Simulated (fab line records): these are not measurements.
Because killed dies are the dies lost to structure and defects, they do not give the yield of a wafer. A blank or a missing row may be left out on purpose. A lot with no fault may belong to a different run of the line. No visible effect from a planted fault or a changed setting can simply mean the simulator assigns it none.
Which tool did it? ; flow nand_harc ; 66 wafers from 22 lots sampled at 6 of the route's 1159 steps

## WHAT EACH GAUGE READ, for each wafer
The record holds no reading of a measuring or inspecting step that can be judged against a usual standard deviation.

## TOOL THAT RAN EACH LOT (tool first, then ch and the chambers of the sampled wafers, then the start)
lot;NHARC_A_CHANNEL_HOLE_D1_DESCUM_15;NHARC_A_CHANNEL_HOLE_D1_ETCH_25;NHARC_A_CHANNEL_HOLE_D1_ETCH_26;NHARC_A_CHANNEL_FILL_D1_ALD_25;NHARC_A_STAIRCASE_DESCUM_168;NHARC_A_STAIRCASE_TRIM_16
L074;rie_diel-06 ch 0,2,3, day 8 03:52;har_etch-01 ch 0,1, day 8 10:13;har_etch-01 ch 0,1, day 8 11:07;ald_hk-02 ch 0,1,2, day 10 06:16;rie_diel-10 ch 1,2, day 10 17:23;rie_diel-13 ch 2,3, no start
L075;rie_diel-11 ch 1,2, day 8 16:02;har_etch-02 ch 0,1, day 8 20:16;har_etch-02 ch 0,1, day 8 21:03;ald_hk-04 ch 0,1,2, day 10 12:38;rie_diel-13 ch 0,2,3, day 11 00:34;rie_diel-13 ch 2,3, no start
L076;rie_diel-11 ch 0,1,2, day 8 20:22;har_etch-01 ch 0,1, day 9 00:26;har_etch-01 ch 0,1, day 9 01:19;ald_hk-04 ch 0,1,3, day 10 16:53;rie_diel-09 ch 1,2, day 11 06:18;rie_diel-13 ch 1,2, no start
L077;rie_diel-04 ch 1,2,3, day 8 20:56;har_etch-02 ch 0,1, day 9 01:21;har_etch-02 ch 0,1, day 9 02:06;ald_hk-03 ch 2,3, day 10 16:53;rie_diel-13 ch 0,2,3, day 11 06:16;rie_diel-09 ch 0,3, no start
L078;rie_diel-06 ch 2,3, day 8 21:34;har_etch-01 ch 0,1, day 9 04:45;har_etch-01 ch 0,1, day 9 05:31;ald_hk-02 ch 1,2,3, day 10 21:19;rie_diel-10 ch 1,2,3, day 11 08:53;rie_diel-09 ch 1,2,3, no start
L079;rie_diel-06 ch 2,3, day 9 22:03;har_etch-02 ch 0,1, day 10 02:20;har_etch-02 ch 0,1, day 10 03:13;ald_hk-04 ch 0,2,3, day 11 21:05;rie_diel-13 ch 0,2, day 12 09:52;rie_diel-09 ch 0,2,3, no start
L080;rie_diel-04 ch 0,2, day 9 22:13;har_etch-01 ch 0,1, day 10 02:17;har_etch-01 ch 0,1, day 10 03:10;ald_hk-03 ch 0,1,2, day 11 21:05;rie_diel-10 ch 1,3, day 12 10:01;rie_diel-10 ch 1,3, no start
L082;rie_diel-04 ch 0,2,3, day 10 05:56;har_etch-01 ch 0,1, day 10 10:01;har_etch-01 ch 0,1, day 10 10:52;ald_hk-02 ch 2,3, day 12 03:00;rie_diel-10 ch 1,3, day 12 16:56;rie_diel-09 ch 0,1, no start
L081;rie_diel-06 ch 1,2,3, day 10 06:30;har_etch-02 ch 0,1, day 10 10:52;har_etch-02 ch 0,1, day 10 11:38;ald_hk-04 ch 0,1,2, day 12 03:38;rie_diel-10 ch 0,1,2, day 12 16:53;rie_diel-09 ch 1,2,3, no start
L083;rie_diel-06 ch 0,3, day 10 06:40;har_etch-01 ch 0,1, day 10 14:08;har_etch-01 ch 0,1, day 10 15:01;ald_hk-03 ch 0,2, day 12 08:28;rie_diel-09 ch 0,2,3, day 12 21:35;rie_diel-13 ch 0,2,3, no start
L084;rie_diel-04 ch 2,3, day 10 17:01;har_etch-01 ch 1, day 10 21:13;har_etch-01 ch 1, day 10 21:58;ald_hk-02 ch 1,3, day 12 12:19;rie_diel-09 ch 1,2,3, day 13 01:35;rie_diel-09 ch 0,2, no start
L087;rie_diel-11 ch 0,3, day 11 07:43;har_etch-01 ch 0,1, day 11 12:06;har_etch-01 ch 0,1, day 11 12:46;ald_hk-04 ch 1,2, day 13 05:41;rie_diel-13 ch 0,3, day 13 19:02;rie_diel-09 ch 0,1,2, no start
L086;rie_diel-04 ch 0,1,2, day 11 07:56;har_etch-02 ch 0,1, day 11 12:00;har_etch-02 ch 0,1, day 11 12:53;ald_hk-02 ch 0,1,2, day 13 09:40;rie_diel-10 ch 0,2, day 13 23:23;rie_diel-13 ch 0,1,2, no start
L085;rie_diel-11 ch 1,2, day 11 08:11;har_etch-01 ch 0,1, day 11 16:08;har_etch-01 ch 0,1, day 11 16:53;ald_hk-03 ch 0,1,3, day 13 08:50;rie_diel-13 ch 0,1, day 13 23:34;rie_diel-10 ch 1,2, no start
L088;rie_diel-04 ch 0,1,2, day 11 23:17;har_etch-01 ch 0,1, day 12 03:21;har_etch-01 ch 0,1, day 12 04:13;ald_hk-02 ch 1,2,3, day 13 18:49;rie_diel-10 ch 0,2,3, day 14 07:47;rie_diel-09 ch 0,1,2, no start
L089;rie_diel-06 ch 0,1,3, day 11 23:35;har_etch-02 ch 0,1, day 12 03:38;har_etch-02 ch 0,1, day 12 04:31;ald_hk-04 ch 0,1, day 13 18:49;rie_diel-13 ch 0,1,2, day 14 07:56;rie_diel-10 ch 0,1,2, no start
L090;rie_diel-11 ch 0,1,2, day 12 06:34;har_etch-01 ch 0, day 12 10:49;har_etch-01 ch 0, day 12 11:35;ald_hk-02 ch 1,3, day 14 02:31;rie_diel-13 ch 0,2, day 14 15:05;rie_diel-09 ch 0,2,3, no start
L091;rie_diel-11 ch 0,1, day 12 15:35;har_etch-01 ch 0,1, day 12 19:53;har_etch-01 ch 0,1, day 12 20:47;ald_hk-04 ch 0,1,2, day 14 20:08;rie_diel-13 ch 0,1,2, day 15 08:20;rie_diel-10 ch 0,3, no start
L094;rie_diel-06 ch 1,3, day 12 19:15;har_etch-02 ch 0,1, day 13 00:20;har_etch-02 ch 0,1, day 13 01:06;ald_hk-04 ch 0,1,3, day 14 15:53;rie_diel-13 ch 0,2,3, day 15 04:23;rie_diel-13 ch 1,2,3, no start
L095;rie_diel-11 ch 0,1,3, day 13 06:10;har_etch-01 ch 0,1, day 13 10:13;har_etch-01 ch 0,1, day 13 11:06;ald_hk-03 ch 1,2,3, day 15 04:47;rie_diel-13 ch 0,1,3, day 15 17:52;rie_diel-09 ch 0,2,3, no start
L096;rie_diel-06 ch 0,3, day 13 06:47;har_etch-02 ch 0,1, day 13 12:31;har_etch-02 ch 0,1, day 13 13:17;ald_hk-02 ch 0,2,3, day 15 05:23;rie_diel-10 ch 1,2,3, day 15 18:02;rie_diel-13 ch 2,3, no start
L097;rie_diel-06 ch 1,3, day 14 02:47;har_etch-02 ch 0,1, day 14 10:25;har_etch-02 ch 0,1, day 14 11:17;ald_hk-04 ch 0,1, day 16 03:58;rie_diel-10 ch 0,1,3, day 16 17:24;rie_diel-09 ch 0,1,3, no start
- NHARC_A_CHANNEL_HOLE_D1_DESCUM_15: chemistry O2, time 3 s.
- NHARC_A_CHANNEL_HOLE_D1_ETCH_25: etches the open film in C4F8/O2/Ar, time 1040.2 s, target depth 1500 nm.
- NHARC_A_CHANNEL_HOLE_D1_ETCH_26: etches the open film in C4F8/O2/Ar, time 224.1 s, target depth 300 nm.
- NHARC_A_CHANNEL_FILL_D1_ALD_25: deposits SiOx, target thk 60 nm, pulse time 10 s, ald cycles 600.
- NHARC_A_STAIRCASE_DESCUM_168: chemistry O2, time 3 s.
- NHARC_A_STAIRCASE_TRIM_16: chemistry O2, time 211.2 s.

## AS READ BY THE TOOLS THEMSELVES (means over the sampled wafers that have a number; for cases with no such wafer, the mark the record gives instead)
NHARC_A_CHANNEL_HOLE_D1_DESCUM_15. Usual: drypump_motor_current_A 5.7 A, standard deviation 0.49; oes_product_au 1.001 a.u., standard deviation 0.0096; rf_vpp_V 57.9 V, standard deviation 0.9; showerhead_plenum_p_Torr 1.93 Torr, standard deviation 0.073; throttle_valve_pct 11.311 %, standard deviation 0.0094.
lot;tool;drypump_motor_current_A (A);oes_product_au (a.u.);rf_vpp_V (V);showerhead_plenum_p_Torr (Torr);throttle_valve_pct (%);flag
L074;rie_diel-06;5.5;0.996;57.5;1.90;11.301;
L075;rie_diel-11;6.1;0.989;58.0;1.99;11.317;
L076;rie_diel-11;6.2;1.000;58.5;1.97;11.305;
L077;rie_diel-04;5.7;1.000;57.8;1.94;11.316;
L078;rie_diel-06;5.9;1.001;57.8;1.95;11.312;
L079;rie_diel-06;5.9;1.003;58.6;1.95;11.310;
L080;rie_diel-04;6.1;0.999;59.0;2.01;11.315;
L082;rie_diel-04;5.7;0.996;57.7;1.99;11.311;
L081;rie_diel-06;5.6;1.002;58.1;1.88;11.313;
L083;rie_diel-06;5.3;0.997;57.1;1.90;11.309;
L084;rie_diel-04;5.6;1.004;58.1;1.95;11.318;
L087;rie_diel-11;5.8;0.996;57.5;1.91;11.308;
L086;rie_diel-04;5.7;1.002;57.7;1.97;11.311;
L085;rie_diel-11;6.1;0.994;58.3;1.99;11.307;
L088;rie_diel-04;5.7;0.994;57.2;1.97;11.315;
L089;rie_diel-06;5.3;1.006;57.4;1.87;11.318;
L090;rie_diel-11;6.2;1.000;57.6;1.96;11.314;
L091;rie_diel-11;6.2;0.995;58.2;1.94;11.321;
L094;rie_diel-06;5.4;1.011;58.7;1.85;11.309;
L095;rie_diel-11;6.0;0.999;57.7;1.93;11.315;
L096;rie_diel-06;5.6;0.994;58.0;1.94;11.312;
L097;rie_diel-06;5.4;1.013;57.3;1.85;11.318;

NHARC_A_CHANNEL_HOLE_D1_ETCH_25. Usual: drypump_motor_current_A 5.9 A, standard deviation 0.67; showerhead_plenum_p_Torr 3.77 Torr, standard deviation 0.086; throttle_valve_pct 32.236 %, standard deviation 0.0085.
lot;tool;drypump_motor_current_A (A);showerhead_plenum_p_Torr (Torr);throttle_valve_pct (%);flag
L074;har_etch-01;6.3;3.82;32.234;
L075;har_etch-02;5.7;3.71;32.234;
L076;har_etch-01;6.3;3.82;32.231;
L077;har_etch-02;5.7;3.71;32.233;
L078;har_etch-01;6.3;3.82;32.231;
L079;har_etch-02;5.7;3.70;32.240;
L080;har_etch-01;6.2;3.81;32.234;
L082;har_etch-01;6.3;3.81;32.234;
L081;har_etch-02;5.7;3.70;32.240;
L083;har_etch-01;6.2;3.81;32.231;
L084;har_etch-01;6.2;3.81;32.237;
L087;har_etch-01;6.2;3.80;32.237;
L086;har_etch-02;5.1;3.77;32.232;
L085;har_etch-01;6.3;3.80;32.243;
L088;har_etch-01;6.2;3.80;32.237;
L089;har_etch-02;5.7;3.69;32.244;
L090;har_etch-01;6.3;3.80;32.238;
L091;har_etch-01;6.2;3.79;32.243;
L094;har_etch-02;5.1;3.76;32.230;
L095;har_etch-01;6.3;3.79;32.233;
L096;har_etch-02;5.7;3.68;32.238;
L097;har_etch-02;5.7;3.68;32.234;

NHARC_A_CHANNEL_HOLE_D1_ETCH_26. Usual: bias_v 299.9 V, standard deviation 2.9; drypump_motor_current_A 5.9 A, standard deviation 0.66; showerhead_plenum_p_Torr 3.83 Torr, standard deviation 0.091; throttle_valve_pct 24.584 %, standard deviation 0.009.
lot;tool;bias_v (V);drypump_motor_current_A (A);showerhead_plenum_p_Torr (Torr);throttle_valve_pct (%);flag
L074;har_etch-01;300.0;6.3;3.88;24.580;
L075;har_etch-02;299.5;5.7;3.76;24.581;
L076;har_etch-01;304.1;6.3;3.88;24.579;
L077;har_etch-02;300.6;5.7;3.76;24.587;
L078;har_etch-01;299.5;6.3;3.87;24.587;
L079;har_etch-02;303.4;5.7;3.75;24.589;
L080;har_etch-01;297.9;6.2;3.87;24.583;
L082;har_etch-01;299.2;6.3;3.87;24.589;
L081;har_etch-02;301.3;5.7;3.75;24.585;
L083;har_etch-01;299.1;6.2;3.87;24.588;
L084;har_etch-01;305.6;6.2;3.86;24.585;
L087;har_etch-01;298.7;6.2;3.86;24.584;
L086;har_etch-02;298.4;5.1;3.83;24.590;
L085;har_etch-01;297.6;6.3;3.86;24.592;
L088;har_etch-01;301.1;6.2;3.86;24.577;
L089;har_etch-02;299.4;5.7;3.74;24.576;
L090;har_etch-01;296.6;6.3;3.85;24.582;
L091;har_etch-01;300.7;6.2;3.85;24.582;
L094;har_etch-02;298.4;5.1;3.82;24.575;
L095;har_etch-01;296.8;6.3;3.85;24.577;
L096;har_etch-02;298.3;5.7;3.73;24.590;
L097;har_etch-02;298.5;5.7;3.72;24.594;

NHARC_A_CHANNEL_FILL_D1_ALD_25. Usual: heater_power_w 487 W, standard deviation 52; precursor_pulse_height_rel 0.998, standard deviation 0.02.
lot;tool;heater_power_w (W);precursor_pulse_height_rel;flag
L074;ald_hk-02;484;0.992;
L075;ald_hk-04;464;1.005;
L076;ald_hk-04;475;0.975;
L077;ald_hk-03;457;1.016;
L078;ald_hk-02;533;0.998;
L079;ald_hk-04;494;0.993;
L080;ald_hk-03;492;0.976;
L082;ald_hk-02;546;1.008;
L081;ald_hk-04;463;1.005;
L083;ald_hk-03;503;0.992;
L084;ald_hk-02;546;1.016;
L087;ald_hk-04;481;0.985;
L086;ald_hk-02;485;1.008;
L085;ald_hk-03;462;0.986;
L088;ald_hk-02;529;1.001;
L089;ald_hk-04;456;0.990;
L090;ald_hk-02;543;1.015;
L091;ald_hk-04;466;1.005;
L094;ald_hk-04;480;1.011;
L095;ald_hk-03;459;0.988;
L096;ald_hk-02;490;0.997;
L097;ald_hk-04;450;0.981;

NHARC_A_STAIRCASE_DESCUM_168. Usual: drypump_motor_current_A 5.9 A, standard deviation 0.47; oes_product_au 1.002 a.u., standard deviation 0.0087; rf_vpp_V 57.5 V, standard deviation 0.93; showerhead_plenum_p_Torr 1.88 Torr, standard deviation 0.059; throttle_valve_pct 11.312 %, standard deviation 0.0096.
lot;tool;drypump_motor_current_A (A);oes_product_au (a.u.);rf_vpp_V (V);showerhead_plenum_p_Torr (Torr);throttle_valve_pct (%);flag
L074;rie_diel-10;5.3;0.995;57.7;1.96;11.315;
L075;rie_diel-13;6.0;1.006;57.7;1.87;11.308;
L076;rie_diel-09;6.4;1.001;57.1;1.82;11.318;
L077;rie_diel-13;5.9;1.009;57.2;1.87;11.306;
L078;rie_diel-10;5.4;1.001;58.0;1.92;11.306;
L079;rie_diel-13;5.8;1.025;57.8;1.85;11.324;
L080;rie_diel-10;5.7;0.996;58.4;1.94;11.301;
L082;rie_diel-10;5.5;0.999;57.2;1.97;11.310;
L081;rie_diel-10;5.4;0.998;56.5;1.90;11.316;
L083;rie_diel-09;6.2;0.997;57.4;1.85;11.318;
L084;rie_diel-09;6.4;1.001;56.9;1.82;11.305;
L087;rie_diel-13;5.9;1.005;56.7;1.90;11.312;
L086;rie_diel-10;5.5;1.005;57.4;1.84;11.303;
L085;rie_diel-13;6.3;1.008;58.2;1.90;11.299;
L088;rie_diel-10;5.5;0.999;56.9;1.85;11.310;
L089;rie_diel-13;6.1;1.006;58.0;1.87;11.317;
L090;rie_diel-13;5.8;1.005;58.1;1.84;11.314;
L091;rie_diel-13;6.1;1.005;58.1;1.87;11.310;
L094;rie_diel-13;5.9;1.001;57.0;1.86;11.313;
L095;rie_diel-13;6.2;1.002;57.4;1.89;11.309;
L096;rie_diel-10;5.4;0.999;57.3;1.91;11.307;
L097;rie_diel-10;5.6;0.995;58.8;1.90;11.304;

NHARC_A_STAIRCASE_TRIM_16. Usual: drypump_motor_current_A 6.0 A, standard deviation 0.46; oes_product_au 1.002 a.u., standard deviation 0.009; rf_vpp_V 57.5 V, standard deviation 0.81; showerhead_plenum_p_Torr 3.44 Torr, standard deviation 0.096; throttle_valve_pct 17.036 %, standard deviation 0.0098.
lot;tool;drypump_motor_current_A (A);oes_product_au (a.u.);rf_vpp_V (V);showerhead_plenum_p_Torr (Torr);throttle_valve_pct (%);flag
L074;rie_diel-13;5.9;1.015;58.1;3.41;17.031;
L075;rie_diel-13;6.1;1.009;57.7;3.44;17.045;
L076;rie_diel-13;6.4;1.013;57.3;3.45;17.047;
L077;rie_diel-09;6.3;1.009;57.5;3.41;17.032;
L078;rie_diel-09;6.4;0.998;56.6;3.37;17.045;
L079;rie_diel-09;6.3;1.007;57.0;3.42;17.040;
L080;rie_diel-10;5.5;1.002;57.6;3.63;17.036;
L082;rie_diel-09;5.9;0.996;58.0;3.51;17.042;
L081;rie_diel-09;6.4;1.000;57.4;3.36;17.040;
L083;rie_diel-13;5.9;1.005;57.4;3.45;17.031;
L084;rie_diel-09;6.2;0.993;57.0;3.42;17.038;
L087;rie_diel-09;6.1;1.002;57.5;3.43;17.047;
L086;rie_diel-13;6.1;1.001;57.5;3.46;17.037;
L085;rie_diel-10;5.1;0.987;57.8;3.50;17.030;
L088;rie_diel-09;6.1;0.991;57.2;3.43;17.035;
L089;rie_diel-10;5.4;0.993;57.8;3.49;17.040;
L090;rie_diel-09;6.2;0.999;57.9;3.41;17.039;
L091;rie_diel-10;5.8;0.997;57.1;3.45;17.031;
L094;rie_diel-13;6.2;0.992;57.0;3.43;17.032;
L095;rie_diel-09;6.3;0.997;56.9;3.40;17.029;
L096;rie_diel-13;6.0;1.003;57.2;3.39;17.037;
L097;rie_diel-09;6.2;1.010;57.8;3.41;17.044;

## THE ANSWER, worked out from the rows above alone
Rule: take the mean of a lot's wafers that have a number; if it is more than 3 standard deviations from the usual mean, the lot is off. A lot without any number at a reading at which 4 lots or more have one is off too. The other lots that the step has rows for count as sound. First the gauges in route order, then the tools' own readings, where a lot's mean is used as printed above. The first step at which some lot is off is used, and at that step the reading that is off furthest; a lot without a number counts as furthest.
Across all readings shown, no lot is off: no conclusion can be drawn from this.

## WHAT WAS PUT IN BY THE SIMULATOR
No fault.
